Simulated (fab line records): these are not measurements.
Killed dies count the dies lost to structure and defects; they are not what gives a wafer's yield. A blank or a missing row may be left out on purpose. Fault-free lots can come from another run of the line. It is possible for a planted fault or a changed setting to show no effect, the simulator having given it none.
fab line records	flow n5-finfet
record: lots: 24	wafers: 72	last-day: 17
route steps=1938 shown BEOL_M7@1298 BEOL_M8@1336
lots that met no fault: from a run of the same line without faults
start-h: start of the lot's first displayed wafer, in hours after the record's first day	wait-h: hours from the lot's prior step to this one	" as in the row above	L1.1+2: one row covering several wafers at once	- no value present, or no start provided	* or withheld: withheld	< > ~ a bound
route shown NAME@n: a module of which the file shows steps, and the number in the route of the first	usual: average and standard deviation across the fault-free wafers	same: alike in all rows	chamber/n: place in a boat	sites: readings site by site	_std_site: standard deviation of those values	_edge_site: the outer-site mean with the inner-site mean subtracted	radius-mm: for every site, how far away it sits from the centre of the wafer	mask NAME#n: copy n	behind: the tool/chamber that last shaped the wafer	hold: what put the lot on hold/how long, in hours/how the hold closed	device: the transistor (n, p or np) that didn't switch	end of line: tests of these same wafers at the route's end	a step with no rows: only its recipe	killed: dies lost to structure and defects at the first sort, not the wafer's yield	map: a wafer's dies, marking killed ones x, the rest . and places with no die _
set.NAME: setting as actually run; set.NAME@STEP: the setting as run at that earlier step	model.NAME: the simulator's own value behind a step, which no gauge read
a sample of lots followed through the steps of the route, with each step as a table and each wafer as a row
services: the hour from which a tool's chamber was out of use, counted from the record's first day as start-h (under 0 if before that day), plus the number of hours and why
== steps ==
step: N5_BEOL_M7_INSPECT_30
recipe: mode: adi	inspect-instrument: brightfield
usual: raw-defect-count: 466/130
lot.wafer	tool	chamber	start-h	wait-h	raw-defect-count
L076.1	defect-inspect-02	-	192.85	0.1	334
L076.3	"	-	"	"	325
L076.5	"	-	"	"	231
L074.2	defect-inspect-01	-	202.02	0.0	686
L074.3	"	-	"	"	346
L074.5	"	-	"	"	477
L075.1	defect-inspect-01	-	207.51	0.1	572
L075.3	"	-	"	"	529
L075.5	"	-	"	"	508
L078.1	defect-inspect-01	-	222.98	0.1	462
L078.3	"	-	"	"	392
L078.6	"	-	"	"	548
L077.1	defect-inspect-01	-	223.02	0.1	561
L077.3	"	-	"	"	483
L077.6	"	-	"	"	474
L079.1	defect-inspect-01	-	229.71	0.1	411
L079.3	"	-	"	"	487
L079.6	"	-	"	"	370
L081.2	defect-inspect-01	-	229.76	0.0	631
L081.3	"	-	"	"	595
L081.5	"	-	"	"	469
L080.1	defect-inspect-01	-	230.57	0.1	572
L080.3	"	-	"	"	646
L080.5	"	-	"	"	450
L082.1	defect-inspect-01	-	248.33	0.1	517
L082.2	"	-	"	"	475
L082.3	"	-	"	"	466
L084.2	defect-inspect-02	-	255.34	0.0	382
L084.3	"	-	"	"	454
L084.5	"	-	"	"	384
L083.2	defect-inspect-02	-	255.51	0.0	314
L083.4	"	-	"	"	311
L083.5	"	-	"	"	361
L085.3	defect-inspect-02	-	258.99	0.0	529
L085.4	"	-	"	"	447
L085.6	"	-	"	"	339
L086.1	defect-inspect-02	-	264.50	0.1	319
L086.3	"	-	"	"	637
L086.4	"	-	"	"	452
L087.1	defect-inspect-02	-	274.74	0.1	650
L087.3	"	-	"	"	527
L087.6	"	-	"	"	490
L088.1	defect-inspect-02	-	278.64	0.1	593
L088.3	"	-	"	"	480
L088.5	"	-	"	"	611
L089.4	defect-inspect-02	-	278.81	0.0	324
L089.5	"	-	"	"	339
L089.6	"	-	"	"	593
L090.1	defect-inspect-02	-	281.80	0.3	279
L090.2	"	-	"	"	388
L090.5	"	-	"	"	342
L091.2	defect-inspect-02	-	286.28	0.0	352
L091.3	"	-	"	"	458
L091.4	"	-	"	"	403
L093.2	defect-inspect-02	-	310.38	0.0	293
L093.4	"	-	"	"	363
L093.5	"	-	"	"	429
L092.2	defect-inspect-01	-	310.42	0.0	367
L092.5	"	-	"	"	337
L092.6	"	-	"	"	485
L095.1	defect-inspect-01	-	319.61	0.1	415
L095.3	"	-	"	"	390
L095.4	"	-	"	"	468
L094.1	defect-inspect-01	-	319.83	0.1	557
L094.4	"	-	"	"	428
L094.6	"	-	"	"	862
L096.1	defect-inspect-01	-	324.37	0.1	392
L096.3	"	-	"	"	415
L096.4	"	-	"	"	436
L097.2	defect-inspect-02	-	324.71	0.0	361
L097.5	"	-	"	"	471
L097.6	"	-	"	"	347
step: N5_BEOL_M7_STRIP_36
recipe: chemistry: N2/H2	power-w: 450	temp-c: 40	pressure-mtorr: 20	rf-frequency-hz: 6e+07	overash-fraction: 0.3	bias-power-w: 7	h2-frac: 0.5	n2-flow-sccm: 200	h2-flow-sccm: 200
usual: drypump-motor-current-A: 5.8/0.38	n2-flow-sccm: 200.0/0.52	oes-product-au: 0.77/0.09	rf-vpp-V: 59.2/1.6	showerhead-plenum-p-Torr: 2.55/0.079	throttle-valve-pct: 23.8/0.47
lot.wafer	tool	chamber	start-h	wait-h	drypump-motor-current-A	n2-flow-sccm	oes-product-au	rf-hours-counter-h	rf-vpp-V	showerhead-plenum-p-Torr	throttle-valve-pct
L076.1	rie-diel-02	2	193.64	0.0	6.0	200.6	0.73	181	57.4	2.64	24.1
L076.3	"	0	"	"	5.9	199.6	0.67	247	60.6	2.62	24.2
L076.5	"	3	"	"	5.7	199.4	0.70	-	55.8	2.50	24.5
L074.2	rie-diel-01	2	202.28	0.0	5.4	198.9	0.85	72	59.7	2.59	24.5
L074.3	"	0	"	"	5.1	200.0	0.72	182	60.5	2.63	23.6
L074.5	"	3	"	"	6.4	200.1	0.67	-	61.1	2.49	23.6
L075.1	rie-diel-02	1	207.78	0.0	5.7	201.4	0.72	199	56.8	2.41	24.0
L075.3	"	3	"	"	5.8	200.8	0.68	219	57.3	2.50	24.4
L075.5	"	1	"	"	5.7	200.6	0.72	-	59.6	2.41	24.0
L078.1	rie-diel-03	3	223.83	0.0	6.6	199.9	0.86	46	60.2	2.68	23.3
L078.3	"	1	"	"	5.7	199.7	0.71	183	58.9	2.51	24.0
L078.6	"	1	"	"	5.7	199.5	0.71	-	59.0	2.51	24.0
L077.1	rie-diel-01	0	223.96	0.0	5.1	200.4	0.72	192	60.5	2.63	23.6
L077.3	"	1	"	"	5.6	201.0	0.93	5	59.0	2.50	23.5
L077.6	"	2	"	"	5.4	200.6	0.83	-	59.6	2.58	24.6
L079.1	rie-diel-01	2	230.07	0.0	5.4	199.0	0.83	84	60.0	2.58	24.5
L079.3	"	1	"	"	5.7	199.6	0.94	8	57.5	2.49	23.5
L079.6	"	0	"	"	5.1	199.9	0.72	-	59.5	2.63	23.6
L081.2	rie-diel-03	0	230.32	0.0	6.1	200.4	0.74	173	60.6	2.62	23.1
L081.3	"	3	"	"	6.6	199.8	0.86	47	60.1	2.68	23.4
L081.5	"	0	"	"	6.1	199.7	0.73	-	61.7	2.62	23.1
L080.1	rie-diel-02	2	230.83	0.0	6.0	200.7	0.74	194	62.6	2.64	24.2
L080.3	"	0	"	"	5.9	200.4	0.96	2	59.7	2.62	23.5
L080.5	"	2	"	"	6.0	200.1	0.73	-	59.0	2.64	24.1
L082.1	rie-diel-02	0	248.59	0.0	6.0	199.5	0.94	8	56.9	2.62	23.5
L082.2	"	3	"	"	5.8	199.7	0.69	230	58.9	2.49	24.5
L082.3	"	1	"	"	5.7	200.8	0.70	213	59.0	2.40	24.0
L084.2	rie-diel-02	2	255.61	0.0	6.0	199.7	0.73	201	59.4	2.63	24.2
L084.3	"	0	"	"	5.9	199.6	0.92	10	61.5	2.62	23.5
L084.5	"	1	"	"	5.7	199.8	0.69	-	58.9	2.40	24.0
L083.2	rie-diel-01	0	256.11	0.0	5.1	200.4	0.72	204	59.9	2.62	23.6
L083.4	"	1	"	"	5.6	200.1	0.93	-	58.1	2.49	23.5
L083.5	"	2	"	"	5.4	199.9	0.81	-	61.4	2.58	24.6
L085.3	rie-diel-02	1	259.43	0.0	5.7	199.4	0.69	216	61.4	2.40	24.0
L085.4	"	2	"	"	6.0	200.2	0.73	203	56.6	2.63	24.1
L085.6	"	3	"	"	5.7	199.2	0.68	-	56.0	2.49	24.4
L086.1	rie-diel-03	3	264.77	0.0	6.6	199.9	0.86	57	59.2	2.68	23.4
L086.3	"	0	"	"	6.1	199.2	0.75	184	60.9	2.62	23.2
L086.4	"	1	"	"	5.7	199.4	0.72	194	59.3	2.51	24.0
L087.1	rie-diel-02	3	275.11	0.0	5.7	200.8	0.68	238	58.1	2.49	24.5
L087.3	"	2	"	"	6.0	200.5	0.73	207	60.7	2.63	24.2
L087.6	"	2	"	"	6.0	200.1	0.72	-	55.4	2.63	24.2
L088.1	rie-diel-03	1	278.91	0.0	5.7	200.5	0.71	198	59.8	2.51	24.0
L088.3	"	3	"	"	6.6	200.4	0.85	62	58.7	2.68	23.4
L088.5	"	1	"	"	5.7	200.8	0.71	-	57.4	2.51	24.0
L089.4	rie-diel-01	2	279.10	0.0	5.5	200.0	0.81	-	59.8	2.57	24.5
L089.5	"	0	"	"	5.1	199.8	0.69	-	61.5	2.62	23.6
L089.6	"	1	"	"	5.6	199.2	0.89	-	59.8	2.49	23.5
L090.1	rie-diel-02	3	282.52	0.0	5.8	200.1	0.67	241	58.2	2.49	24.5
L090.2	"	2	"	"	6.0	200.0	0.72	209	61.3	2.63	24.2
L090.5	"	2	"	"	6.0	200.6	0.71	-	59.5	2.63	24.2
L091.2	rie-diel-03	3	286.54	0.0	6.6	200.3	0.86	65	62.3	2.68	23.4
L091.3	"	2	"	"	6.4	199.8	0.71	195	59.5	2.50	23.3
L091.4	"	1	"	"	5.7	200.3	0.72	200	59.4	2.51	24.0
L093.2	rie-diel-01	2	310.64	0.0	5.4	199.4	0.80	112	58.7	2.57	24.6
L093.4	"	1	"	"	5.7	199.3	0.86	36	59.3	2.48	23.5
L093.5	"	0	"	"	5.2	200.0	0.69	-	60.5	2.62	23.6
L092.2	rie-diel-02	0	310.69	0.0	5.9	200.1	0.89	27	58.2	2.61	23.5
L092.5	"	2	"	"	6.0	199.6	0.71	-	58.9	2.63	24.2
L092.6	"	1	"	"	5.7	200.2	0.68	-	58.4	2.39	24.0
L095.1	rie-diel-01	3	319.88	0.0	6.4	199.5	0.96	13	59.7	2.48	23.0
L095.3	"	1	"	"	5.6	199.9	0.86	39	56.0	2.48	23.5
L095.4	"	0	"	"	5.1	200.7	0.70	225	61.8	2.62	23.6
L094.1	rie-diel-01	3	320.28	0.0	6.3	199.6	0.96	13	57.3	2.48	23.0
L094.4	"	2	"	"	5.4	199.7	0.81	116	61.7	2.57	24.6
L094.6	"	2	"	"	5.4	199.8	0.79	-	58.3	2.57	24.6
L096.1	rie-diel-01	3	324.63	0.0	6.4	199.9	0.95	15	56.9	2.48	23.0
L096.3	"	0	"	"	5.1	199.9	0.69	227	59.4	2.61	23.7
L096.4	"	1	"	"	5.6	199.7	0.85	41	61.3	2.48	23.5
L097.2	rie-diel-01	1	325.13	0.0	5.6	200.1	0.88	41	58.6	2.48	23.5
L097.5	"	3	"	"	6.3	199.5	0.95	-	59.4	2.48	23.0
L097.6	"	1	"	"	5.7	200.5	0.85	-	58.5	2.48	23.5
step: N5_BEOL_M7_RS_MEAS_57
recipe: thk-meas-gauge: four-point-probe	reads: Cu_of_BEOL_M7_ECD_50+Co_of_BEOL_M7_CVD_78+TaN_of_BEOL_M7_ALD_77
usual: M7_RS: 0.286/0.013
lot.wafer	tool	chamber	start-h	wait-h	M7_RS[ohm/sq]
L076.1	film-metro-02	-	196.56	0.1	0.290
L076.3	"	-	"	"	0.283
L076.5	"	-	"	"	0.286
L074.2	film-metro-02	-	205.03	0.1	0.284
L074.3	"	-	"	"	0.280
L074.5	"	-	"	"	0.291
L075.1	film-metro-01	-	210.60	0.1	0.310
L075.3	"	-	"	"	0.291
L075.5	"	-	"	"	0.298
L078.1	film-metro-01	-	227.61	0.1	0.319
L078.3	"	-	"	"	0.306
L078.6	"	-	"	"	0.298
L077.1	film-metro-01	-	227.63	0.1	0.281
L077.3	"	-	"	"	0.294
L077.6	"	-	"	"	0.277
L079.1	film-metro-01	-	232.87	0.1	0.258
L079.3	"	-	"	"	0.268
L079.6	"	-	"	"	0.262
L081.2	film-metro-01	-	233.52	0.1	0.303
L081.3	"	-	"	"	0.289
L081.5	"	-	"	"	0.297
L080.1	film-metro-01	-	234.97	0.1	0.276
L080.3	"	-	"	"	0.262
L080.5	"	-	"	"	0.279
L082.1	film-metro-01	-	251.36	0.1	0.268
L082.2	"	-	"	"	0.271
L082.3	"	-	"	"	0.309
L084.2	film-metro-01	-	259.24	0.1	0.278
L084.3	"	-	"	"	0.261
L084.5	"	-	"	"	0.294
L083.2	film-metro-02	-	259.62	0.1	0.280
L083.4	"	-	"	"	0.269
L083.5	"	-	"	"	0.269
L085.3	film-metro-02	-	266.12	0.1	0.293
L085.4	"	-	"	"	0.297
L085.6	"	-	"	"	0.283
L086.1	film-metro-01	-	269.43	0.1	0.299
L086.3	"	-	"	"	0.304
L086.4	"	-	"	"	0.301
L087.1	film-metro-02	-	277.67	0.1	0.275
L087.3	"	-	"	"	0.297
L087.6	"	-	"	"	0.275
L088.1	film-metro-02	-	282.97	0.1	0.299
L088.3	"	-	"	"	0.310
L088.5	"	-	"	"	0.300
L089.4	film-metro-01	-	283.04	0.0	0.275
L089.5	"	-	"	"	0.289
L089.6	"	-	"	"	0.270
L090.1	film-metro-01	-	285.82	0.1	0.283
L090.2	"	-	"	"	0.291
L090.5	"	-	"	"	0.296
L091.2	film-metro-01	-	289.14	0.1	0.300
L091.3	"	-	"	"	0.287
L091.4	"	-	"	"	0.304
L093.2	film-metro-02	-	313.03	0.1	0.270
L093.4	"	-	"	"	0.295
L093.5	"	-	"	"	0.273
L092.2	film-metro-01	-	313.20	0.1	0.256
L092.5	"	-	"	"	0.283
L092.6	"	-	"	"	0.310
L095.1	film-metro-01	-	323.45	0.1	0.287
L095.3	"	-	"	"	0.270
L095.4	"	-	"	"	0.280
L094.1	film-metro-01	-	324.01	0.1	0.295
L094.4	"	-	"	"	0.284
L094.6	"	-	"	"	0.275
L097.2	film-metro-01	-	328.59	0.1	0.286
L097.5	"	-	"	"	0.283
L097.6	"	-	"	"	0.293
L096.1	film-metro-01	-	328.65	0.1	0.279
L096.3	"	-	"	"	0.278
L096.4	"	-	"	"	0.291
step: N5_BEOL_M8_HM_DEP_02
recipe: material: TiN	target-thk-a: 200	temp-c: 25	chamber-pressure-pa: 0.49996
usual: substrate-temp-c: 25.00/0.1	throttle-valve-pct: 30.3/1.3
lot.wafer	tool	chamber	start-h	wait-h	substrate-temp-c	throttle-valve-pct
L076.1	pvd-sputter-01	-	199.32	2.0	24.97	30.4
L076.3	"	-	"	"	24.92	30.9
L076.5	"	-	"	"	25.00	30.4
L074.2	pvd-sputter-01	-	206.58	0.8	24.95	31.1
L074.3	"	-	"	"	25.00	27.8
L074.5	"	-	"	"	25.07	30.4
L075.1	pvd-sputter-03	-	212.90	1.6	24.91	27.8
L075.3	"	-	"	"	24.98	31.0
L075.5	"	-	"	"	25.00	27.8
L078.1	pvd-sputter-01	-	229.81	1.5	25.06	30.6
L078.3	"	-	"	"	25.19	30.5
L078.6	"	-	"	"	25.15	27.8
L077.1	pvd-sputter-01	-	229.91	1.6	24.93	30.8
L077.3	"	-	"	"	24.95	28.0
L077.6	"	-	"	"	24.91	27.9
L079.1	pvd-sputter-02	-	234.55	1.0	24.96	30.9
L079.3	"	-	"	"	25.14	31.9
L079.6	"	-	"	"	25.18	31.2
L081.2	pvd-sputter-01	-	234.79	0.4	24.91	30.8
L081.3	"	-	"	"	25.17	30.2
L081.5	"	-	"	"	25.00	30.3
L080.1	pvd-sputter-01	-	236.05	0.4	24.99	30.6
L080.3	"	-	"	"	25.14	28.0
L080.5	"	-	"	"	25.10	27.7
L082.1	pvd-sputter-01	-	252.62	0.6	24.85	28.1
L082.2	"	-	"	"	25.02	30.1
L082.3	"	-	"	"	25.09	30.8
L084.2	pvd-sputter-01	-	259.98	0.0	24.89	27.8
L084.3	"	-	"	"	24.91	30.6
L084.5	"	-	"	"	25.12	30.7
L083.2	pvd-sputter-03	-	264.90	3.8	24.92	27.8
L083.4	"	-	"	"	25.02	30.9
L083.5	"	-	"	"	24.96	30.7
L085.3	pvd-sputter-03	-	267.36	0.5	25.12	31.1
L085.4	"	-	"	"	24.84	27.8
L085.6	"	-	"	"	25.05	30.9
L086.1	pvd-sputter-03	-	272.75	2.1	24.91	31.0
L086.3	"	-	"	"	25.05	28.2
L086.4	"	-	"	"	24.95	31.3
L087.1	pvd-sputter-02	-	279.71	1.3	24.97	32.5
L087.3	"	-	"	"	24.89	31.2
L087.6	"	-	"	"	24.96	31.2
L088.1	pvd-sputter-01	-	283.90	0.2	24.91	28.0
L088.3	"	-	"	"	24.92	30.7
L088.5	"	-	"	"	24.85	30.1
L089.4	pvd-sputter-03	-	283.95	0.1	25.03	31.0
L089.5	"	-	"	"	25.25	27.9
L089.6	"	-	"	"	25.07	31.0
L090.1	pvd-sputter-03	-	287.13	0.6	24.83	30.7
L090.2	"	-	"	"	25.00	30.8
L090.5	"	-	"	"	25.01	31.4
L091.2	pvd-sputter-01	-	292.54	2.6	25.04	30.8
L091.3	"	-	"	"	25.08	30.2
L091.4	"	-	"	"	24.86	28.0
L093.2	pvd-sputter-03	-	314.46	0.7	25.21	30.7
L093.4	"	-	"	"	24.97	30.9
L093.5	"	-	"	"	24.76	28.1
L092.2	pvd-sputter-01	-	314.54	0.6	25.08	27.9
L092.5	"	-	"	"	25.02	30.7
L092.6	"	-	"	"	25.09	30.4
L095.1	pvd-sputter-02	-	325.43	1.3	24.84	32.3
L095.3	"	-	"	"	25.02	30.8
L095.4	"	-	"	"	24.88	31.7
L094.1	pvd-sputter-02	-	325.53	0.8	24.96	32.4
L094.4	"	-	"	"	24.98	30.8
L094.6	"	-	"	"	25.07	32.4
L097.2	pvd-sputter-01	-	330.16	0.9	24.96	30.6
L097.5	"	-	"	"	25.01	30.9
L097.6	"	-	"	"	25.07	30.6
L096.1	pvd-sputter-01	-	330.26	0.9	25.03	28.1
L096.3	"	-	"	"	24.96	30.7
L096.4	"	-	"	"	25.09	30.7
step: N5_BEOL_M8_OVL_MEAS_12
recipe: points-per-wafer: 44
usual: M8_OVL: 0.0/0.76
lot.wafer	tool	chamber	start-h	wait-h	M8_OVL[nm]
L076.1	overlay-01	0	199.85	0.0	-0.2
L076.3	"	0	"	"	-0.9
L076.5	"	0	"	"	1.3
L074.2	overlay-01	0	206.98	0.0	0.4
L074.3	"	0	"	"	0.0
L074.5	"	0	"	"	0.8
L075.1	overlay-01	0	213.31	0.0	1.2
L075.3	"	0	"	"	0.2
L075.5	"	0	"	"	0.6
L078.1	overlay-01	0	230.21	0.0	0.2
L078.3	"	0	"	"	-0.3
L078.6	"	0	"	"	0.9
L077.1	overlay-01	0	230.44	0.0	0.1
L077.3	"	0	"	"	0.3
L077.6	"	0	"	"	0.9
L079.1	overlay-02	0	235.08	0.0	0.6
L079.3	"	0	"	"	-0.1
L079.6	"	0	"	"	0.2
L081.2	overlay-01	0	235.35	0.0	-0.6
L081.3	"	0	"	"	-1.4
L081.5	"	0	"	"	0.1
L080.1	overlay-01	0	236.61	0.1	-1.8
L080.3	"	0	"	"	-1.7
L080.5	"	0	"	"	-1.1
L082.1	overlay-01	0	253.15	0.0	-0.4
L082.2	"	0	"	"	-0.6
L082.3	"	0	"	"	-0.3
L084.2	overlay-02	0	260.39	0.0	1.3
L084.3	"	0	"	"	1.8
L084.5	"	0	"	"	1.3
L083.2	overlay-01	0	265.30	0.0	0.5
L083.4	"	0	"	"	0.9
L083.5	"	0	"	"	0.6
L085.3	overlay-02	0	267.89	0.0	-0.2
L085.4	"	0	"	"	-0.4
L085.6	"	0	"	"	0.2
L086.1	overlay-02	0	273.16	0.0	0.0
L086.3	"	0	"	"	-0.7
L086.4	"	0	"	"	0.7
L087.1	overlay-01	0	280.24	0.0	0.2
L087.3	"	0	"	"	1.1
L087.6	"	0	"	"	0.7
L088.1	overlay-02	0	284.43	0.0	0.4
L088.3	"	0	"	"	0.0
L088.5	"	0	"	"	1.6
L089.4	overlay-02	0	284.60	0.0	-1.3
L089.5	"	0	"	"	-2.3
L089.6	"	0	"	"	-1.3
L090.1	overlay-02	0	287.55	0.0	-0.1
L090.2	"	0	"	"	0.2
L090.5	"	0	"	"	-0.2
L091.2	overlay-02	0	292.94	0.0	1.1
L091.3	"	0	"	"	0.4
L091.4	"	0	"	"	-0.1
L093.2	overlay-02	0	315.00	0.0	-0.2
L093.4	"	0	"	"	0.2
L093.5	"	0	"	"	-0.4
L092.2	overlay-02	0	315.16	0.0	1.3
L092.5	"	0	"	"	0.0
L092.6	"	0	"	"	0.6
L095.1	overlay-02	0	325.96	0.0	-0.1
L095.3	"	0	"	"	-0.8
L095.4	"	0	"	"	0.2
L094.1	overlay-01	0	326.12	0.0	0.4
L094.4	"	0	"	"	-0.5
L094.6	"	0	"	"	-0.1
L097.2	overlay-01	0	330.69	0.0	0.1
L097.5	"	0	"	"	-0.4
L097.6	"	0	"	"	-1.0
L096.1	overlay-01	0	330.87	0.0	0.2
L096.3	"	0	"	"	1.5
L096.4	"	0	"	"	-0.7
step: N5_BEOL_M8_HM_OPEN_17
recipe: chemistry: Cl2/BCl3	target-depth-a: 200	overetch-a: 60	target: TiN	mask-material: SOC	ion-energy-ev: 150	pressure-mtorr: 10	icp-w: 1000	bias-w: 126	Cl2_flow_sccm: 53.25	bcl3-flow-sccm: 21.75	Ar_flow_sccm: 25
usual: drypump-motor-current-A: 5.7/0.38	oes-product-au: 0.69/0.07	throttle-valve-pct: 21.96/0.15
lot.wafer	tool	chamber	start-h	wait-h	drypump-motor-current-A	oes-product-au	rf-hours-counter-h	throttle-valve-pct
L076.1	rie-metal-03	1	200.26	0.0	5.7	0.55	116	22.38
L076.3	"	0	"	"	5.3	0.75	-	21.84
L076.5	"	1	"	"	5.6	0.54	-	22.39
L074.2	rie-metal-03	0	207.31	0.0	5.4	0.74	20	21.87
L074.3	"	1	"	"	5.6	0.54	-	22.41
L074.5	"	1	"	"	5.6	0.55	-	22.40
L075.1	rie-metal-01	0	213.64	0.0	5.8	0.65	54	21.96
L075.3	"	0	"	"	5.8	0.64	-	21.96
L075.5	"	1	"	"	5.5	0.80	-	21.91
L078.1	rie-metal-01	0	230.55	0.0	5.8	0.63	56	21.97
L078.3	"	1	"	"	5.5	0.77	-	21.93
L078.6	"	0	"	"	5.9	0.63	-	21.96
L077.1	rie-metal-01	0	230.81	0.0	5.9	0.63	56	21.95
L077.3	"	0	"	"	5.9	0.63	-	21.95
L077.6	"	0	"	"	5.9	0.63	-	21.97
L079.1	rie-metal-01	0	235.76	0.0	5.9	0.63	57	21.95
L079.3	"	0	"	"	5.8	0.63	-	21.97
L079.6	"	1	"	"	5.6	0.77	-	21.91
L081.2	rie-metal-03	0	236.02	0.0	5.3	0.74	22	21.84
L081.3	"	0	"	"	5.4	0.73	-	21.85
L081.5	"	1	"	"	5.6	0.54	-	22.41
L080.1	rie-metal-02	1	236.95	0.0	5.8	0.72	20	21.96
L080.3	"	0	"	"	6.6	0.71	-	21.78
L080.5	"	0	"	"	6.6	0.70	-	21.80
L082.1	rie-metal-02	1	253.49	0.0	5.8	0.71	22	21.96
L082.2	"	0	"	"	6.6	0.69	32	21.82
L082.3	"	1	"	"	5.8	0.71	-	21.97
L084.2	rie-metal-03	1	260.74	0.0	5.6	0.53	121	22.40
L084.3	"	1	"	"	5.6	0.53	-	22.41
L084.5	"	1	"	"	5.6	0.54	-	22.42
L083.2	rie-metal-01	0	265.66	0.0	5.9	0.63	59	21.96
L083.4	"	0	"	"	5.9	0.62	-	21.98
L083.5	"	0	"	"	5.9	0.63	-	21.96
L085.3	rie-metal-01	0	268.25	0.1	5.9	0.62	-	21.97
L085.4	"	1	"	"	5.5	0.74	-	21.93
L085.6	"	0	"	"	5.9	0.62	-	21.95
L086.1	rie-metal-02	0	273.69	0.1	6.6	0.69	33	21.81
L086.3	"	0	"	"	6.6	0.70	-	21.80
L086.4	"	1	"	"	5.8	0.70	-	21.98
L087.1	rie-metal-02	0	280.76	0.0	6.6	0.69	33	21.82
L087.3	"	1	"	"	5.8	0.68	-	21.99
L087.6	"	0	"	"	6.6	0.69	-	21.83
L088.1	rie-metal-03	0	284.93	0.0	5.4	0.71	27	21.87
L088.3	"	0	"	"	5.4	0.71	-	21.87
L088.5	"	0	"	"	5.3	0.70	-	21.88
L089.4	rie-metal-01	1	285.47	0.1	5.5	0.74	-	21.93
L089.5	"	1	"	"	5.5	0.75	-	21.94
L089.6	"	1	"	"	5.6	0.74	-	21.94
L090.1	rie-metal-01	1	287.88	0.0	5.5	0.75	10	21.94
L090.2	"	0	"	"	5.9	0.63	61	21.95
L090.5	"	0	"	"	5.8	0.63	-	21.96
L091.2	rie-metal-03	0	293.31	0.1	5.3	0.71	-	21.90
L091.3	"	0	"	"	5.3	0.70	-	21.90
L091.4	"	0	"	"	5.4	0.70	-	21.90
L093.2	rie-metal-01	0	316.79	0.0	5.9	0.62	63	21.97
L093.4	"	1	"	"	5.5	0.73	-	21.93
L093.5	"	1	"	"	5.5	0.75	-	21.93
L092.2	rie-metal-01	0	317.02	0.0	5.9	0.62	63	21.98
L092.5	"	1	"	"	5.5	0.73	-	21.95
L092.6	"	0	"	"	5.9	0.62	-	21.97
L095.1	rie-metal-02	1	326.29	0.0	5.8	0.69	28	21.99
L095.3	"	1	"	"	5.8	0.69	-	21.99
L095.4	"	0	"	"	6.6	0.68	-	21.83
L094.1	rie-metal-03	0	326.46	0.0	5.4	0.69	32	21.92
L094.4	"	0	"	"	5.3	0.70	-	21.90
L094.6	"	1	"	"	5.6	0.83	-	22.13
L097.2	rie-metal-02	0	331.52	0.0	6.6	0.68	38	21.81
L097.5	"	0	"	"	6.6	0.68	-	21.79
L097.6	"	1	"	"	5.8	0.69	-	22.00
L096.1	rie-metal-03	0	331.76	0.0	5.3	0.70	32	21.91
L096.3	"	1	"	"	5.6	0.84	-	22.13
L096.4	"	0	"	"	5.3	0.69	-	21.90
== services ==
tool	chamber	start-h	hours	kind
rie-diel-01	1	187.49	-	clean
rie-diel-01	1	187.49	-	consumable-replace:focus-ring
rie-diel-01	1	187.49	23.4	scheduled-down
rie-diel-01	1	187.49	23.4	vent-cycle
pvd-sputter-01	-	194.09	0.8	repair
rie-diel-03	-	198.08	1.1	repair
rie-diel-03	-	199.54	2.6	repair
rie-diel-02	0	201.57	-	clean
rie-diel-01	3	213.02	48.6	repair
rie-diel-03	0	216.61	2.9	repair
rie-metal-03	-	228.42	2.8	pm
rie-diel-01	3	261.78	-	clean
rie-diel-01	3	261.78	-	consumable-replace:focus-ring
rie-diel-01	3	261.78	18.0	scheduled-down
rie-diel-01	3	261.78	18.0	vent-cycle
rie-metal-03	-	264.48	1.2	repair
rie-metal-03	0	269.77	1.1	repair
rie-metal-01	0	279.32	6.2	repair
rie-diel-03	-	283.25	0.1	repair
rie-diel-03	1	299.40	1.6	repair
rie-diel-02	1	311.81	7.9	repair
rie-diel-02	3	314.33	6.4	repair
pvd-sputter-02	-	321.23	1.2	repair
pvd-sputter-01	-	330.79	2.4	repair
== key ==
fault none
